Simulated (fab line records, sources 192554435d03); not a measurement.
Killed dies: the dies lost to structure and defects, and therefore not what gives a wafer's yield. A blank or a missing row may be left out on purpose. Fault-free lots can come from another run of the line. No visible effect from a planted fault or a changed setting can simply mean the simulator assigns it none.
Chamber matching -- flow n5 finfet -- N5_GATE_CUT_ALD_22 on ald sin-02: 4 sister chambers
The step deposits SiNx, target thk 16 nm, pulse time 1 s, ald cycles 320. 4 wafers are shown with their chamber, then 7 later ones without.

## WAFERS WITH THEIR CHAMBER
wafer,chamber,heater power w (W)
L090.6,3,761
L091.1,1,847
L092.2,0,765
L092.4,2,1009

## WAFERS MISSING THEIR CHAMBER
wafer,heater power w (W)
L092.5,767
L076.2,762
L076.3,860
L076.5,889
L097.1,1028
L097.3,781
L097.6,897

## CHAMBER TAKEN BY EACH
wafer,from the rows above,in truth
L092.5,can't be placed: 0 or 3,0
L076.2,can't be placed: 3 or 0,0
L076.3,1,1
L076.5,1,1
L097.1,2,2
L097.3,can't be placed: 0 or 3 or 1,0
L097.6,1,1
Placed correctly: 4 of 7. Can't be placed from these rows: 3 (the true chamber is among the candidates in 3). Number placed wrongly: 0.
How it was worked out, from the rows above alone: a wafer's distance from a chamber is the root of the sum, over the readings, of the square of ((its reading less the chamber's mean) divided by the reading's scatter). The wafer belongs to the nearest chamber; if the next one is less than 2 further off, it can't be placed. Each chamber's mean is taken over the wafers shown for it. The scatter: with one shown wafer a chamber, the root of the mean of the squares of how far each hidden wafer lies from its nearest shown one.
